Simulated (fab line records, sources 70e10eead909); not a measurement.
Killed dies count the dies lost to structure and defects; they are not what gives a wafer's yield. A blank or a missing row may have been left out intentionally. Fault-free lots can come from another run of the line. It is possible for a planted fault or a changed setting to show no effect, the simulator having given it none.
fab line records	flow nand_harc
[record] lots = 24	wafers = 72	last_day = 34
route steps=1302 shown P_M0@277 P_M2@328 P_BONDPAD@371
lots untouched by any fault: they come from a run of this same line in which no faults occurred
start_h: hours from the record's opening day to when the first of the lot's shown wafers began	wait_h: hours since the lot's step before	" same as the row above	L1.1+2: a single row standing in for several wafers	- no value, or no start was given	* or withheld: withheld	< > ~ a bound
route shown NAME@n: names a module that has steps shown in the file, with the first one's number in the route	usual: average and standard deviation across the fault-free wafers	same: alike in all rows	chamber/n: place in a boat	sites: per-site readings	_std_site: the values' standard deviation	_edge_site: the outer-site mean with the inner-site mean subtracted	radius_mm: how far each site lies from the wafer's centre	mask NAME#n: copy n	behind: the last tool/chamber to shape the wafer	hold: why the lot went on hold/how many hours it stayed there/how the hold came to an end	device: transistor that didn't switch, given as n, p or np	end of line: the same wafers' tests at the end of the route	step lacking rows: just its recipe	killed: at the first sort, the dies lost to defects and structure; wafer yield is something else	map: a wafer's dies, marking killed ones x, the rest . and places with no die _
set.NAME: the setting the step ran with; set.NAME@STEP: the setting that earlier step ran with	model.NAME: the simulator's own value behind a step, which no gauge read
one table for each step of the route and one row for each wafer, over a sample of lots
services: a tool's chamber out of use, with start hour (start_h, from the record's first day; less than 0 if before it), hours out, and reason
[[steps]]
[step NHARC_P_M0_ANNEAL_30]
[recipe] temp_c = 225	time_s = 90
[usual] wafer_temp_C_max = 225.88/0.24
[same] time_s = 90
lot.wafer	tool	chamber	start_h	wait_h	wafer_temp_C_max
L074.3	rtp_anneal-02	0	128.35	-	225.76
L074.4	"	0	"	"	225.65
L074.6	"	0	"	"	226.01
L075.1	rtp_anneal-01	0	131.52	0.3	226.10
L075.2	"	0	"	"	225.57
L075.4	"	0	"	"	225.84
L076.1	rtp_anneal-01	0	138.08	0.3	225.82
L076.4	"	0	"	"	226.28
L076.6	"	0	"	"	225.82
L077.1	rtp_anneal-01	0	156.83	0.3	225.62
L077.3	"	0	"	"	225.86
L077.5	"	0	"	"	225.72
L078.2	rtp_anneal-02	0	169.16	0.4	226.30
L078.3	"	0	"	"	225.94
L078.4	"	0	"	"	226.00
L079.1	rtp_anneal-01	0	175.85	-	226.18
L079.4	"	0	"	"	225.93
L079.5	"	0	"	"	225.71
L080.3	rtp_anneal-02	0	183.68	-	225.61
L080.4	"	0	"	"	225.82
L080.5	"	0	"	"	225.96
L081.2	rtp_anneal-02	0	200.26	0.3	225.93
L081.5	"	0	"	"	225.79
L081.6	"	0	"	"	225.65
L082.1	rtp_anneal-01	0	204.64	-	225.74
L082.2	"	0	"	"	225.62
L082.6	"	0	"	"	225.52
L083.1	rtp_anneal-02	0	213.83	0.3	226.10
L083.2	"	0	"	"	225.89
L083.6	"	0	"	"	225.95
L084.1	rtp_anneal-02	0	219.68	-	225.98
L084.3	"	0	"	"	226.16
L084.6	"	0	"	"	226.17
L085.1	rtp_anneal-01	0	234.43	0.3	225.69
L085.2	"	0	"	"	225.43
L085.5	"	0	"	"	225.67
L086.2	rtp_anneal-01	0	247.50	0.4	226.08
L086.4	"	0	"	"	225.91
L086.6	"	0	"	"	225.81
L087.2	rtp_anneal-02	0	271.18	0.5	226.14
L087.3	"	0	"	"	225.97
L087.5	"	0	"	"	226.33
L089.2	rtp_anneal-02	0	272.90	0.3	225.70
L089.3	"	0	"	"	225.81
L089.4	"	0	"	"	225.89
L088.2	rtp_anneal-01	0	273.08	-	225.85
L088.4	"	0	"	"	226.07
L088.5	"	0	"	"	225.89
L090.2	rtp_anneal-01	0	288.65	0.3	225.98
L090.3	"	0	"	"	226.03
L090.4	"	0	"	"	225.85
L091.2	rtp_anneal-01	0	295.99	-	226.16
L091.4	"	0	"	"	225.75
L091.5	"	0	"	"	225.97
L092.1	rtp_anneal-02	0	302.30	0.4	225.80
L092.3	"	0	"	"	225.68
L092.6	"	0	"	"	225.97
L093.1	rtp_anneal-02	0	317.70	-	225.76
L093.4	"	0	"	"	226.20
L093.6	"	0	"	"	226.46
L094.1	rtp_anneal-02	0	322.14	0.4	226.13
L094.2	"	0	"	"	225.62
L094.4	"	0	"	"	225.84
L095.1	rtp_anneal-01	0	330.41	-	225.88
L095.3	"	0	"	"	225.81
L095.5	"	0	"	"	226.31
L097.1	rtp_anneal-01	0	349.29	0.3	225.74
L097.4	"	0	"	"	225.70
L097.5	"	0	"	"	225.91
L096.2	rtp_anneal-02	0	350.38	0.3	226.39
L096.5	"	0	"	"	226.26
L096.6	"	0	"	"	225.83
[step NHARC_P_M0_INSPECT_27]
[usual] raw_defect_count = 301/110
lot.wafer	tool	chamber	start_h	wait_h	raw_defect_count
L074.3	defect_inspect-02	-	129.07	0.0	396
L074.4	"	-	"	"	318
L074.6	"	-	"	"	207
L075.1	defect_inspect-01	-	132.33	0.0	364
L075.2	"	-	"	"	225
L075.4	"	-	"	"	393
L076.1	defect_inspect-01	-	138.91	0.0	331
L076.4	"	-	"	"	202
L076.6	"	-	"	"	254
L077.1	defect_inspect-01	-	157.64	0.0	316
L077.3	"	-	"	"	210
L077.5	"	-	"	"	257
L078.2	defect_inspect-01	-	169.92	0.0	300
L078.3	"	-	"	"	425
L078.4	"	-	"	"	368
L079.1	defect_inspect-01	-	176.69	0.0	245
L079.4	"	-	"	"	261
L079.5	"	-	"	"	275
L080.3	defect_inspect-01	-	184.40	0.0	164
L080.4	"	-	"	"	180
L080.5	"	-	"	"	265
L081.2	defect_inspect-01	-	201.04	0.0	165
L081.5	"	-	"	"	296
L081.6	"	-	"	"	383
L082.1	defect_inspect-01	-	205.46	0.0	339
L082.2	"	-	"	"	325
L082.6	"	-	"	"	292
L083.1	defect_inspect-01	-	214.65	0.0	349
L083.2	"	-	"	"	250
L083.6	"	-	"	"	159
L084.1	defect_inspect-01	-	220.49	0.0	403
L084.3	"	-	"	"	292
L084.6	"	-	"	"	262
L085.1	defect_inspect-01	-	235.25	0.0	444
L085.2	"	-	"	"	466
L085.5	"	-	"	"	247
L086.2	defect_inspect-01	-	248.27	0.0	352
L086.4	"	-	"	"	337
L086.6	"	-	"	"	358
L087.2	defect_inspect-01	-	271.94	0.0	326
L087.3	"	-	"	"	428
L087.5	"	-	"	"	350
L089.2	defect_inspect-02	-	273.66	0.0	343
L089.3	"	-	"	"	298
L089.4	"	-	"	"	220
L088.2	defect_inspect-01	-	273.84	0.0	188
L088.4	"	-	"	"	124
L088.5	"	-	"	"	155
L090.2	defect_inspect-02	-	289.41	0.0	287
L090.3	"	-	"	"	395
L090.4	"	-	"	"	212
L091.2	defect_inspect-02	-	296.76	0.0	288
L091.4	"	-	"	"	389
L091.5	"	-	"	"	290
L092.1	defect_inspect-02	-	303.11	0.0	235
L092.3	"	-	"	"	326
L092.6	"	-	"	"	296
L093.1	defect_inspect-01	-	318.52	0.0	270
L093.4	"	-	"	"	338
L093.6	"	-	"	"	372
L094.1	defect_inspect-01	-	322.96	0.0	161
L094.2	"	-	"	"	263
L094.4	"	-	"	"	177
L095.1	defect_inspect-02	-	331.22	0.0	459
L095.3	"	-	"	"	260
L095.5	"	-	"	"	251
L097.1	defect_inspect-02	-	350.11	0.0	180
L097.4	"	-	"	"	146
L097.5	"	-	"	"	275
L096.2	defect_inspect-02	-	351.14	0.0	422
L096.5	"	-	"	"	251
L096.6	"	-	"	"	459
[step NHARC_P_M2_CD_MEAS_09]
[recipe] target_cd_nm = 170	landing_energy_ev = 500
[usual] cd_nm = 170.0/0.43
lot.wafer	tool	chamber	start_h	wait_h	cd_nm
L074.3	cd_sem-01	0	134.39	-	170.0
L074.4	"	0	"	"	169.6
L074.6	"	0	"	"	169.7
L075.1	cd_sem-02	0	137.61	-	170.4
L075.2	"	0	"	"	170.0
L075.4	"	0	"	"	170.0
L076.1	cd_sem-02	0	145.11	-	170.2
L076.4	"	0	"	"	170.2
L076.6	"	0	"	"	170.3
L077.1	cd_sem-02	0	163.40	-	170.1
L077.3	"	0	"	"	170.1
L077.5	"	0	"	"	170.1
L078.2	cd_sem-02	0	175.42	-	170.0
L078.3	"	0	"	"	169.8
L078.4	"	0	"	"	170.7
L079.1	cd_sem-03	0	182.19	-	169.8
L079.4	"	0	"	"	169.9
L079.5	"	0	"	"	170.5
L080.3	cd_sem-03	0	189.93	-	169.8
L080.4	"	0	"	"	169.2
L080.5	"	0	"	"	169.7
L081.2	cd_sem-01	0	206.57	-	169.6
L081.5	"	0	"	"	169.5
L081.6	"	0	"	"	169.2
L082.1	cd_sem-01	0	211.04	-	170.2
L082.2	"	0	"	"	170.2
L082.6	"	0	"	"	170.2
L083.1	cd_sem-02	0	220.01	-	170.1
L083.2	"	0	"	"	170.2
L083.6	"	0	"	"	170.0
L084.1	cd_sem-03	0	225.92	-	169.8
L084.3	"	0	"	"	169.7
L084.6	"	0	"	"	169.7
L085.1	cd_sem-01	0	240.94	-	170.2
L085.2	"	0	"	"	170.3
L085.5	"	0	"	"	169.6
L086.2	cd_sem-01	0	253.69	-	170.2
L086.4	"	0	"	"	169.8
L086.6	"	0	"	"	170.5
L087.2	cd_sem-02	0	277.52	-	170.1
L087.3	"	0	"	"	170.3
L087.5	"	0	"	"	169.4
L089.2	cd_sem-01	0	279.23	-	170.9
L089.3	"	0	"	"	170.4
L089.4	"	0	"	"	170.6
L088.2	cd_sem-01	0	279.56	-	169.5
L088.4	"	0	"	"	169.2
L088.5	"	0	"	"	169.4
L090.2	cd_sem-01	0	294.84	-	170.3
L090.3	"	0	"	"	170.6
L090.4	"	0	"	"	170.1
L091.2	cd_sem-03	0	302.32	-	169.6
L091.4	"	0	"	"	170.6
L091.5	"	0	"	"	170.4
L092.1	cd_sem-01	0	308.65	-	170.0
L092.3	"	0	"	"	170.1
L092.6	"	0	"	"	169.7
L093.1	cd_sem-03	0	323.90	-	169.7
L093.4	"	0	"	"	170.0
L093.6	"	0	"	"	170.4
L094.1	cd_sem-01	0	328.51	-	170.1
L094.2	"	0	"	"	170.7
L094.4	"	0	"	"	170.2
L095.1	cd_sem-01	0	336.64	-	169.5
L095.3	"	0	"	"	169.7
L095.5	"	0	"	"	169.5
L097.1	cd_sem-03	0	355.86	-	169.1
L097.4	"	0	"	"	169.5
L097.5	"	0	"	"	168.8
L096.2	cd_sem-03	0	356.97	-	169.7
L096.5	"	0	"	"	169.9
L096.6	"	0	"	"	169.8
[step NHARC_P_M2_DESCUM_14]
[recipe] time_s = 3	o2_flow_sccm = 200	ar_flow_sccm = 0	bias_power_w = 0	chemistry = O2
[usual] drypump_motor_current_A = 5.8/0.38	mfc_ar_sccm = 0.015/0.013	oes_product_au = 0.999/0.0081	rf_vpp_V = 58.0/0.73	showerhead_plenum_p_Torr = 1.94/0.061	throttle_valve_pct = 11.311/0.0086
[same] time_s = 3
lot.wafer	tool	chamber	start_h	wait_h	drypump_motor_current_A	mfc_ar_sccm	oes_product_au	rf_hours_counter_h	rf_vpp_V	showerhead_plenum_p_Torr	throttle_valve_pct
L074.4	rie_diel-01	2	134.57	0.1	5.6	0.011	0.989	7.8	58.2	1.89	11.329
L074.3	"	1	"	"	5.4	0.015	1.002	6.4	58.4	2.02	11.307
L074.6	"	2	"	"	5.6	0.011	0.986	-	57.6	1.89	11.305
L075.4	rie_diel-01	0	137.81	0.1	4.9	0.022	0.994	6.8	58.9	2.04	11.309
L075.1	"	1	"	"	5.4	0.015	1.002	6.6	59.0	2.02	11.320
L075.2	"	2	"	"	5.6	0.011	0.984	8.0	57.4	1.89	11.308
L076.1	rie_diel-01	1	145.32	0.1	5.4	0.015	0.996	6.8	59.8	2.02	11.311
L076.4	"	2	"	"	5.6	0.011	0.990	-	58.0	1.89	11.304
L076.6	"	3	"	"	5.7	0.034	0.991	-	58.7	2.03	11.309
L077.1	rie_diel-08	2	163.59	0.1	5.8	0.033	0.994	7.2	58.5	1.94	11.301
L077.3	"	0	"	"	6.4	0	1.017	7.7	58.3	1.99	11.306
L077.5	"	1	"	"	6.2	0.017	1.001	-	57.2	1.89	11.318
L078.3	rie_diel-08	0	175.60	0.1	6.4	0	1.015	8.3	58.4	1.99	11.312
L078.2	"	2	"	"	5.8	0.033	1.005	7.9	57.8	1.94	11.290
L078.4	"	3	"	"	5.6	0	1.004	9.0	58.7	1.94	11.307
L079.4	rie_diel-08	3	182.38	0.1	5.6	0	1.008	9.3	58.0	1.94	11.307
L079.1	"	0	"	"	6.4	0	1.017	8.5	57.1	1.99	11.311
L079.5	"	0	"	"	6.4	0	1.016	-	58.3	1.99	11.312
L080.3	rie_diel-08	2	190.12	0.1	5.8	0.033	0.996	8.5	57.5	1.94	11.315
L080.4	"	0	"	"	6.4	0	0.999	8.8	58.6	1.99	11.302
L080.5	"	1	"	"	6.2	0.017	0.987	-	59.3	1.89	11.326
L081.2	rie_diel-11	2	206.78	0.1	5.9	0.003	1.006	6.1	58.3	1.84	11.316
L081.5	"	0	"	"	5.9	0.008	0.997	-	57.9	1.93	11.317
L081.6	"	1	"	"	5.9	0.040	0.984	-	57.5	1.90	11.310
L082.2	rie_diel-08	2	211.23	0.1	5.8	0.033	0.993	0.3	57.2	1.94	11.302
L082.1	"	0	"	"	6.4	0	0.996	0.3	57.3	1.99	11.319
L082.6	"	2	"	"	5.8	0.033	0.997	-	58.1	1.94	11.326
L083.2	rie_diel-11	1	220.20	0.1	5.9	0.040	0.994	6.0	57.8	1.90	11.323
L083.1	"	2	"	"	5.8	0.003	0.998	6.6	58.2	1.84	11.316
L083.6	"	0	"	"	5.9	0.008	1.014	-	57.7	1.93	11.293
L084.3	rie_diel-01	2	226.13	0.1	5.7	0.011	0.989	0.8	57.9	1.89	11.308
L084.1	"	3	"	"	5.7	0.034	0.996	0.7	58.8	2.03	11.328
L084.6	"	0	"	"	4.9	0.022	1.002	-	57.4	2.04	11.311
L085.2	rie_diel-08	0	241.13	0.1	6.4	0	0.988	2.1	57.3	1.99	11.315
L085.1	"	3	"	"	5.6	0	0.991	1.9	58.3	1.94	11.311
L085.5	"	3	"	"	5.6	0	0.988	-	57.5	1.94	11.330
L086.4	rie_diel-11	0	253.88	0.1	5.9	0.008	0.995	8.0	58.5	1.93	11.314
L086.2	"	2	"	"	5.8	0.003	1.003	8.4	56.5	1.83	11.307
L086.6	"	0	"	"	5.9	0.008	0.999	-	58.1	1.93	11.304
L087.3	rie_diel-01	1	277.72	0.1	5.4	0.015	1.011	4.0	57.9	2.02	11.324
L087.2	"	2	"	"	5.7	0.011	0.993	3.9	57.3	1.89	11.305
L087.5	"	1	"	"	5.4	0.015	1.008	-	56.9	2.02	11.322
L089.3	rie_diel-01	0	279.42	0.1	4.9	0.022	0.999	4.4	59.4	2.04	11.313
L089.4	"	1	"	"	5.4	0.015	0.997	4.1	58.2	2.02	11.320
L089.2	"	3	"	"	5.7	0.034	1.009	3.8	57.5	2.03	11.306
L088.2	rie_diel-08	0	279.75	0.1	6.4	0	0.995	4.1	57.5	1.99	11.304
L088.4	"	1	"	"	6.2	0.017	1.005	3.7	57.4	1.89	11.301
L088.5	"	3	"	"	5.6	0	1.001	-	56.5	1.94	11.304
L090.3	rie_diel-11	0	295.03	0.1	5.9	0.008	1.012	1.6	57.6	1.93	11.310
L090.2	"	1	"	"	6.0	0.040	1.001	1.2	56.3	1.90	11.310
L090.4	"	2	"	"	5.9	0.003	1.007	2.0	57.8	1.83	11.304
L091.2	rie_diel-11	0	302.52	0.1	5.9	0.008	1.005	1.9	58.9	1.93	11.309
L091.4	"	2	"	"	5.9	0.003	1.000	2.5	58.1	1.83	11.315
L091.5	"	0	"	"	5.9	0.008	1.003	-	58.1	1.93	11.311
L092.1	rie_diel-08	1	308.86	0.1	6.2	0.017	0.991	5.0	58.4	1.89	11.311
L092.3	"	2	"	"	5.8	0.033	0.999	5.6	57.8	1.94	11.303
L092.6	"	0	"	"	6.4	0	1.002	-	57.8	1.99	11.319
L093.1	rie_diel-11	1	324.10	0.1	6.0	0.040	0.996	2.1	57.5	1.90	11.290
L093.4	"	2	"	"	5.9	0.003	1.011	2.9	57.0	1.83	11.310
L093.6	"	3	"	"	5.4	0	1.001	-	58.1	1.84	11.303
L094.4	rie_diel-01	1	328.70	0.1	5.4	0.015	1.005	6.2	59.3	2.02	11.313
L094.1	"	3	"	"	5.7	0.034	0.996	7.2	57.9	2.02	11.306
L094.2	"	0	"	"	4.9	0.022	0.997	7.3	58.2	2.04	11.308
L095.1	rie_diel-08	1	336.83	0.1	6.2	0.017	0.998	6.2	59.1	1.89	11.301
L095.3	"	3	"	"	5.6	0	0.996	6.7	58.6	1.93	11.325
L095.5	"	1	"	"	6.2	0.017	1.000	-	57.8	1.89	11.308
L097.1	rie_diel-08	1	356.06	0.1	6.3	0.017	0.995	7.0	57.2	1.89	11.308
L097.4	"	2	"	"	5.8	0.033	0.997	8.1	57.3	1.94	11.326
L097.5	"	0	"	"	6.4	0	0.995	-	57.6	1.99	11.312
L096.2	rie_diel-01	1	357.15	0.1	5.4	0.015	1.000	8.1	58.4	2.02	11.302
L096.6	"	1	"	"	5.4	0.015	0.990	-	57.9	2.02	11.316
L096.5	"	2	"	"	5.6	0.011	0.980	-	58.1	1.88	11.319
[step NHARC_P_M2_PVD_20]
[recipe] target_thk_a = 50	bias_v = 168.6	power_w = 15000	chamber_pressure_pa = 0.12	time_s = 8.06	substrate_temp_c = 50	material = TaN
[usual] throttle_valve_pct = 30.2/0.91
[same] time_s = 8.06
lot.wafer	tool	chamber	start_h	wait_h	throttle_valve_pct
L074.3	pvd_sputter-02	-	-	-	29.7
L074.4	"	-	"	"	29.6
L074.6	"	-	"	"	29.9
L075.4	pvd_sputter-02	-	-	-	30.7
L075.1	"	-	"	"	30.1
L075.2	"	-	"	"	29.7
L076.1	pvd_sputter-02	-	-	-	30.5
L076.4	"	-	"	"	30.2
L076.6	"	-	"	"	30.8
L077.3	pvd_sputter-01	-	-	-	29.6
L077.1	"	-	"	"	30.8
L077.5	"	-	"	"	28.8
L078.3	pvd_sputter-01	-	-	-	28.7
L078.4	"	-	"	"	32.2
L078.2	"	-	"	"	30.7
L079.4	pvd_sputter-02	-	-	-	30.2
L079.1	"	-	"	"	30.2
L079.5	"	-	"	"	29.8
L080.4	pvd_sputter-03	-	-	-	30.3
L080.3	"	-	"	"	29.1
L080.5	"	-	"	"	30.1
L081.2	pvd_sputter-03	-	-	-	30.2
L081.6	"	-	"	"	31.1
L081.5	"	-	"	"	29.9
L082.2	pvd_sputter-02	-	-	-	30.6
L082.1	"	-	"	"	30.3
L082.6	"	-	"	"	30.5
L083.2	pvd_sputter-02	-	-	-	30.0
L083.1	"	-	"	"	30.2
L083.6	"	-	"	"	30.0
L084.3	pvd_sputter-03	-	-	-	28.6
L084.1	"	-	"	"	29.3
L084.6	"	-	"	"	29.3
L085.1	pvd_sputter-02	-	-	-	30.2
L085.2	"	-	"	"	30.5
L085.5	"	-	"	"	29.9
L086.2	pvd_sputter-03	-	-	-	29.2
L086.4	"	-	"	"	30.2
L086.6	"	-	"	"	29.4
L087.2	pvd_sputter-02	-	-	-	30.0
L087.3	"	-	"	"	29.7
L087.5	"	-	"	"	30.0
L089.4	pvd_sputter-01	-	-	-	31.5
L089.2	"	-	"	"	29.5
L089.3	"	-	"	"	31.1
L088.2	pvd_sputter-02	-	-	-	30.5
L088.4	"	-	"	"	29.7
L088.5	"	-	"	"	30.7
L090.4	pvd_sputter-01	-	-	-	31.4
L090.2	"	-	"	"	28.9
L090.3	"	-	"	"	31.3
L091.4	pvd_sputter-01	-	-	-	31.4
L091.2	"	-	"	"	29.1
L091.5	"	-	"	"	29.7
L092.3	pvd_sputter-01	-	-	-	31.4
L092.1	"	-	"	"	29.6
L092.6	"	-	"	"	29.5
L093.1	pvd_sputter-03	-	-	-	30.4
L093.4	"	-	"	"	28.7
L093.6	"	-	"	"	31.3
L094.2	pvd_sputter-01	-	-	-	29.3
L094.4	"	-	"	"	29.5
L094.1	"	-	"	"	31.4
L095.3	pvd_sputter-01	-	-	-	29.3
L095.1	"	-	"	"	29.5
L095.5	"	-	"	"	29.1
L097.4	pvd_sputter-02	-	-	-	30.2
L097.1	"	-	"	"	29.9
L097.5	"	-	"	"	29.9
L096.2	pvd_sputter-01	-	-	-	31.4
L096.5	"	-	"	"	29.1
L096.6	"	-	"	"	31.5
[step NHARC_P_BONDPAD_STRIP_15]
[recipe] o2_flow_sccm = 500	ar_flow_sccm = 0	bias_w = 0	chemistry = O2
[usual] drypump_motor_current_A = 5.7/0.44	mfc_ar_sccm = 0.013/0.016	oes_product_au = 1.001/0.0082	rf_vpp_V = 57.6/0.84	showerhead_plenum_p_Torr = 3.46/0.11	throttle_valve_pct = 17.037/0.0094
lot.wafer	tool	chamber	start_h	wait_h	drypump_motor_current_A	mfc_ar_sccm	oes_product_au	rf_hours_counter_h	rf_vpp_V	showerhead_plenum_p_Torr	throttle_valve_pct
L074.4	rie_diel-12	1	139.45	0.1	5.6	0.005	1.017	2.6	57.9	3.30	17.040
L074.3	"	2	"	"	5.7	0	1.007	2.2	57.0	3.63	17.038
L074.6	"	0	"	"	6.4	0	1.006	-	58.0	3.43	17.037
L075.4	rie_diel-10	0	142.90	0.1	6.1	0.031	0.989	2.7	57.8	3.48	17.035
L075.2	"	1	"	"	5.1	0.017	1.013	2.9	59.5	3.50	17.037
L075.1	"	2	"	"	6.1	0	1.001	2.8	57.6	3.38	17.030
L076.1	rie_diel-10	3	150.31	0.1	5.1	0.003	0.996	2.8	57.5	3.61	17.021
L076.4	"	2	"	"	6.1	0	0.994	2.9	57.8	3.38	17.043
L076.6	"	3	"	"	5.1	0.003	0.997	-	57.8	3.61	17.032
L077.1	rie_diel-10	0	168.57	0.1	6.2	0.031	1.004	3.1	57.7	3.48	17.027
L077.3	"	2	"	"	6.1	0	1.002	3.1	57.5	3.38	17.051
L077.5	"	1	"	"	5.0	0.017	1.013	-	58.3	3.50	17.042
L078.2	rie_diel-12	1	180.47	0.1	5.6	0.005	1.000	5.6	56.1	3.30	17.025
L078.4	"	2	"	"	5.7	0	0.998	5.2	59.4	3.63	17.047
L078.3	"	0	"	"	6.5	0	0.998	5.0	57.8	3.43	17.037
L079.4	rie_diel-03	3	187.43	0.1	5.1	0.037	1.005	4.5	58.3	3.56	17.031
L079.1	"	0	"	"	5.3	0	0.995	3.6	57.0	3.45	17.036
L079.5	"	1	"	"	6.0	0.022	0.986	-	58.1	3.40	17.043
L080.4	rie_diel-03	3	195.49	0.1	5.1	0.037	1.003	4.7	58.1	3.56	17.037
L080.3	"	0	"	"	5.3	0	0.993	3.8	58.8	3.45	17.049
L080.5	"	2	"	"	5.3	0	0.986	-	56.8	3.32	17.039
L081.2	rie_diel-03	3	211.83	0.1	5.1	0.037	1.010	5.9	58.2	3.56	17.042
L081.5	"	2	"	"	5.3	0	0.986	-	57.4	3.32	17.021
L081.6	"	3	"	"	5.1	0.037	1.013	-	56.6	3.56	17.041
L082.1	rie_diel-12	0	216.19	0.1	6.5	0	1.008	5.3	58.0	3.43	17.039
L082.2	"	2	"	"	5.7	0	1.004	7.8	57.6	3.63	17.046
L082.6	"	1	"	"	5.6	0.005	1.009	-	56.6	3.30	17.039
L083.2	rie_diel-03	1	225.20	0.1	6.0	0.022	0.998	6.1	57.8	3.40	17.041
L083.1	"	2	"	"	5.3	0	0.998	7.0	57.5	3.32	17.042
L083.6	"	3	"	"	5.1	0.037	1.018	-	57.7	3.56	17.045
L084.1	rie_diel-10	3	231.16	0.1	5.1	0.003	0.986	5.2	58.1	3.61	17.048
L084.3	"	2	"	"	6.1	0	0.996	5.2	58.2	3.37	17.028
L084.6	"	3	"	"	5.1	0.003	0.987	-	59.0	3.61	17.034
L085.1	rie_diel-12	3	246.46	0.1	5.7	0.045	0.999	7.9	59.5	3.41	17.032
L085.2	"	1	"	"	5.6	0.005	1.004	9.6	56.7	3.30	17.018
L085.5	"	3	"	"	5.7	0.045	1.003	-	57.7	3.41	17.053
L086.4	rie_diel-12	3	258.86	0.1	5.8	0.045	0.997	9.1	55.4	3.41	17.040
L086.2	"	0	"	"	6.5	0	1.005	7.2	57.7	3.43	17.031
L086.6	"	2	"	"	5.7	0	1.008	-	59.6	3.63	17.034
L087.3	rie_diel-12	1	282.79	0.1	5.6	0.005	1.003	0.3	57.5	3.30	17.030
L087.2	"	0	"	"	6.5	0	1.015	0.4	56.5	3.43	17.039
L087.5	"	2	"	"	5.7	0	1.006	-	59.3	3.62	17.044
L089.4	rie_diel-12	2	284.24	0.1	5.7	0	0.991	0.8	58.4	3.62	17.034
L089.3	"	3	"	"	5.8	0.045	0.985	0.9	58.0	3.41	17.037
L089.2	"	0	"	"	6.5	0	0.997	0.7	57.9	3.43	17.036
L088.2	rie_diel-12	2	284.74	0.1	5.7	0	1.005	0.8	59.1	3.62	17.023
L088.4	"	1	"	"	5.6	0.005	0.997	0.6	55.7	3.30	17.046
L088.5	"	3	"	"	5.8	0.045	0.993	-	58.2	3.41	17.053
L090.2	rie_diel-12	3	299.98	0.1	5.8	0.045	1.009	1.8	56.9	3.41	17.044
L090.4	"	0	"	"	6.5	0	0.998	1.6	57.0	3.43	17.039
L090.3	"	2	"	"	5.7	0	1.007	1.4	59.3	3.62	17.024
L091.4	rie_diel-10	1	307.50	0.1	5.1	0.017	1.018	2.0	56.8	3.49	17.037
L091.2	"	2	"	"	6.1	0	0.992	2.2	57.6	3.37	17.029
L091.5	"	1	"	"	5.0	0.017	0.998	-	57.9	3.49	17.038
L092.3	rie_diel-12	0	313.85	0.1	6.5	0	1.012	2.4	57.5	3.43	17.039
L092.1	"	1	"	"	5.6	0.005	0.993	1.8	58.8	3.30	17.046
L092.6	"	0	"	"	6.5	0	1.005	-	56.8	3.43	17.045
L093.4	rie_diel-12	2	329.08	0.1	5.7	0	0.999	3.1	58.0	3.62	17.024
L093.1	"	0	"	"	6.5	0	1.008	3.1	57.6	3.43	17.028
L093.6	"	2	"	"	5.7	0	1.006	-	57.2	3.62	17.024
L094.4	rie_diel-10	0	333.86	0.1	6.1	0.031	1.010	3.1	57.6	3.48	17.033
L094.1	"	1	"	"	5.1	0.017	1.016	2.9	58.2	3.49	17.034
L094.2	"	2	"	"	6.1	0	1.003	3.1	57.6	3.37	17.038
L095.1	rie_diel-10	3	342.18	0.1	5.1	0.003	0.998	3.4	58.3	3.61	17.055
L095.3	"	1	"	"	5.0	0.017	1.023	3.0	57.4	3.49	17.054
L095.5	"	2	"	"	6.1	0	1.008	-	56.3	3.37	17.037
L097.1	rie_diel-03	1	361.10	0.1	6.0	0.022	0.992	3.7	57.1	3.40	17.033
L097.4	"	2	"	"	5.3	0	1.007	3.4	57.7	3.31	17.027
L097.5	"	1	"	"	6.0	0.022	1.003	-	58.2	3.40	17.039
L096.2	rie_diel-03	2	362.41	0.1	5.3	0	1.002	3.5	56.6	3.31	17.049
L096.5	"	0	"	"	5.3	0	1.010	-	56.9	3.45	17.047
L096.6	"	1	"	"	6.0	0.022	1.002	-	56.9	3.40	17.042
[[services]]
tool	chamber	start_h	hours	kind
rie_diel-08	-	105.61	2.4	repair
pvd_sputter-01	-	121.61	4.5	repair
rie_diel-12	1	149.45	3.0	repair
pvd_sputter-02	-	155.73	2.6	repair
rie_diel-12	1	169.77	3.3	repair
rie_diel-12	2	184.76	5.8	repair
rie_diel-08	-	190.80	9.0	pm
rie_diel-12	0	192.95	20.5	repair
rie_diel-01	-	196.79	0.6	repair
rie_diel-01	-	203.83	9.0	pm
pvd_sputter-02	-	217.49	0.7	repair
pvd_sputter-01	-	226.02	10.0	pm
rie_diel-08	1	238.27	7.7	repair
rie_diel-12	-	240.24	1.0	repair
rie_diel-08	-	242.98	0.8	repair
rie_diel-01	3	260.05	2.4	repair
rie_diel-12	-	268.40	9.0	pm
rie_diel-01	0	271.69	7.7	repair
rie_diel-08	0	274.41	3.5	repair
pvd_sputter-02	-	282.00	10.0	pm
rie_diel-12	3	311.97	2.8	repair
rie_diel-01	-	321.52	0.3	repair
rie_diel-01	-	346.65	0.7	repair
rie_diel-08	-	352.35	0.3	repair
[[key]]
fault none
